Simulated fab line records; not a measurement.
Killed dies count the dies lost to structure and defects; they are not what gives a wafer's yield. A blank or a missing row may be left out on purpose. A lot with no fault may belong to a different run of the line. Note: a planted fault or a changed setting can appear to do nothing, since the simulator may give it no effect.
Chamber matching || flow n5Finfet || 4 sister chambers for N5_GATE_CUT_DESCUM_18 on rieDiel-04
The step chemistry O2, time 7 s. 22 wafers are shown with their chamber, then 11 later ones without.

## WAFERS PAIRED WITH THEIR CHAMBERS
{"wafer": "L076.2", "chamber": 0, "showerheadPlenumPTorr (Torr)": 2.06, "throttleValvePct (%)": 20.23, "oesProductAu (a.u.)": 0.98}
{"wafer": "L076.3", "chamber": 1, "showerheadPlenumPTorr (Torr)": 2.14, "throttleValvePct (%)": 20.44, "oesProductAu (a.u.)": 0.93}
{"wafer": "L076.5", "chamber": 1, "showerheadPlenumPTorr (Torr)": 2.14, "throttleValvePct (%)": 20.45, "oesProductAu (a.u.)": 0.92}
{"wafer": "L077.2", "chamber": 0, "showerheadPlenumPTorr (Torr)": 2.06, "throttleValvePct (%)": 20.23, "oesProductAu (a.u.)": 0.99}
{"wafer": "L077.4", "chamber": 1, "showerheadPlenumPTorr (Torr)": 2.14, "throttleValvePct (%)": 20.45, "oesProductAu (a.u.)": 0.93}
{"wafer": "L077.6", "chamber": 3, "showerheadPlenumPTorr (Torr)": 2.03, "throttleValvePct (%)": 20.53, "oesProductAu (a.u.)": 0.81}
{"wafer": "L079.1", "chamber": 2, "showerheadPlenumPTorr (Torr)": 2.00, "throttleValvePct (%)": 20.44, "oesProductAu (a.u.)": 0.71}
{"wafer": "L079.2", "chamber": 0, "showerheadPlenumPTorr (Torr)": 2.06, "throttleValvePct (%)": 20.23, "oesProductAu (a.u.)": 0.97}
{"wafer": "L079.4", "chamber": 3, "showerheadPlenumPTorr (Torr)": 2.03, "throttleValvePct (%)": 20.53, "oesProductAu (a.u.)": 0.80}
{"wafer": "L082.1", "chamber": 3, "showerheadPlenumPTorr (Torr)": 2.03, "throttleValvePct (%)": 20.52, "oesProductAu (a.u.)": 0.80}
{"wafer": "L082.4", "chamber": 1, "showerheadPlenumPTorr (Torr)": 2.14, "throttleValvePct (%)": 20.47, "oesProductAu (a.u.)": 0.89}
{"wafer": "L082.6", "chamber": 0, "showerheadPlenumPTorr (Torr)": 2.05, "throttleValvePct (%)": 20.24, "oesProductAu (a.u.)": 0.95}
{"wafer": "L084.2", "chamber": 3, "showerheadPlenumPTorr (Torr)": 2.03, "throttleValvePct (%)": 20.56, "oesProductAu (a.u.)": 0.80}
{"wafer": "L084.4", "chamber": 1, "showerheadPlenumPTorr (Torr)": 2.14, "throttleValvePct (%)": 20.48, "oesProductAu (a.u.)": 0.89}
{"wafer": "L084.5", "chamber": 0, "showerheadPlenumPTorr (Torr)": 2.05, "throttleValvePct (%)": 20.24, "oesProductAu (a.u.)": 0.93}
{"wafer": "L087.3", "chamber": 2, "showerheadPlenumPTorr (Torr)": 2.00, "throttleValvePct (%)": 20.46, "oesProductAu (a.u.)": 0.71}
{"wafer": "L087.4", "chamber": 3, "showerheadPlenumPTorr (Torr)": 2.03, "throttleValvePct (%)": 20.56, "oesProductAu (a.u.)": 0.79}
{"wafer": "L087.5", "chamber": 1, "showerheadPlenumPTorr (Torr)": 2.13, "throttleValvePct (%)": 20.47, "oesProductAu (a.u.)": 0.88}
{"wafer": "L088.1", "chamber": 3, "showerheadPlenumPTorr (Torr)": 2.03, "throttleValvePct (%)": 20.55, "oesProductAu (a.u.)": 0.79}
{"wafer": "L088.2", "chamber": 2, "showerheadPlenumPTorr (Torr)": 2.00, "throttleValvePct (%)": 20.47, "oesProductAu (a.u.)": 0.71}
{"wafer": "L088.5", "chamber": 1, "showerheadPlenumPTorr (Torr)": 2.13, "throttleValvePct (%)": 20.47, "oesProductAu (a.u.)": 0.89}
{"wafer": "L091.1", "chamber": 1, "showerheadPlenumPTorr (Torr)": 2.13, "throttleValvePct (%)": 20.50, "oesProductAu (a.u.)": 0.87}

SIGNATURES (means of the wafers above)
{"reading": "showerheadPlenumPTorr", "chamber 0": 2.0560, "chamber 1": 2.1362, "chamber 2": 2.0000, "chamber 3": 2.0300, "scatter within a chamber": 0.00413}
{"reading": "throttleValvePct", "chamber 0": 20.2340, "chamber 1": 20.4662, "chamber 2": 20.4567, "chamber 3": 20.5417, "scatter within a chamber": 0.0161}
{"reading": "oesProductAu", "chamber 0": 0.9640, "chamber 1": 0.9000, "chamber 2": 0.7100, "chamber 3": 0.7983, "scatter within a chamber": 0.0189}
Rule: for a wafer and a chamber, the distance is found by dividing, reading by reading, the gap between the wafer's reading and the chamber's mean by the reading's scatter, squaring, summing and taking the root. If the next closest chamber is less than 2 further off than the closest, the wafer can't be placed; otherwise it belongs to the closest. How the scatter is found: for the shown wafers, subtract from each reading the mean of its chamber, square and add these, divide the total by (wafers less chambers), then take the root.

## WAFERS MISSING THEIR CHAMBER
{"wafer": "L091.2", "showerheadPlenumPTorr (Torr)": 1.99, "throttleValvePct (%)": 20.48, "oesProductAu (a.u.)": 0.71}
{"wafer": "L091.4", "showerheadPlenumPTorr (Torr)": 2.05, "throttleValvePct (%)": 20.25, "oesProductAu (a.u.)": 0.92}
{"wafer": "L093.2", "showerheadPlenumPTorr (Torr)": 1.99, "throttleValvePct (%)": 20.47, "oesProductAu (a.u.)": 0.70}
{"wafer": "L093.4", "showerheadPlenumPTorr (Torr)": 2.05, "throttleValvePct (%)": 20.26, "oesProductAu (a.u.)": 0.91}
{"wafer": "L093.6", "showerheadPlenumPTorr (Torr)": 2.02, "throttleValvePct (%)": 20.57, "oesProductAu (a.u.)": 0.78}
{"wafer": "L094.3", "showerheadPlenumPTorr (Torr)": 2.02, "throttleValvePct (%)": 20.57, "oesProductAu (a.u.)": 0.78}
{"wafer": "L094.4", "showerheadPlenumPTorr (Torr)": 1.99, "throttleValvePct (%)": 20.48, "oesProductAu (a.u.)": 0.70}
{"wafer": "L094.5", "showerheadPlenumPTorr (Torr)": 2.02, "throttleValvePct (%)": 20.57, "oesProductAu (a.u.)": 0.78}
{"wafer": "L095.1", "showerheadPlenumPTorr (Torr)": 2.02, "throttleValvePct (%)": 20.57, "oesProductAu (a.u.)": 0.77}
{"wafer": "L095.3", "showerheadPlenumPTorr (Torr)": 2.13, "throttleValvePct (%)": 20.51, "oesProductAu (a.u.)": 0.86}
{"wafer": "L095.4", "showerheadPlenumPTorr (Torr)": 1.99, "throttleValvePct (%)": 20.48, "oesProductAu (a.u.)": 0.69}

## WHICH CHAMBER EACH WENT THROUGH
{"wafer": "L091.2", "from the rows above": 2, "in truth": 2}
{"wafer": "L091.4", "from the rows above": 0, "in truth": 0}
{"wafer": "L093.2", "from the rows above": 2, "in truth": 2}
{"wafer": "L093.4", "from the rows above": 0, "in truth": 0}
{"wafer": "L093.6", "from the rows above": 3, "in truth": 3}
{"wafer": "L094.3", "from the rows above": 3, "in truth": 3}
{"wafer": "L094.4", "from the rows above": 2, "in truth": 2}
{"wafer": "L094.5", "from the rows above": 3, "in truth": 3}
{"wafer": "L095.1", "from the rows above": 3, "in truth": 3}
{"wafer": "L095.3", "from the rows above": 1, "in truth": 1}
{"wafer": "L095.4", "from the rows above": 2, "in truth": 2}
Correctly placed: 11 of 11. Left unplaced by these rows: 0. 0 placed wrongly.
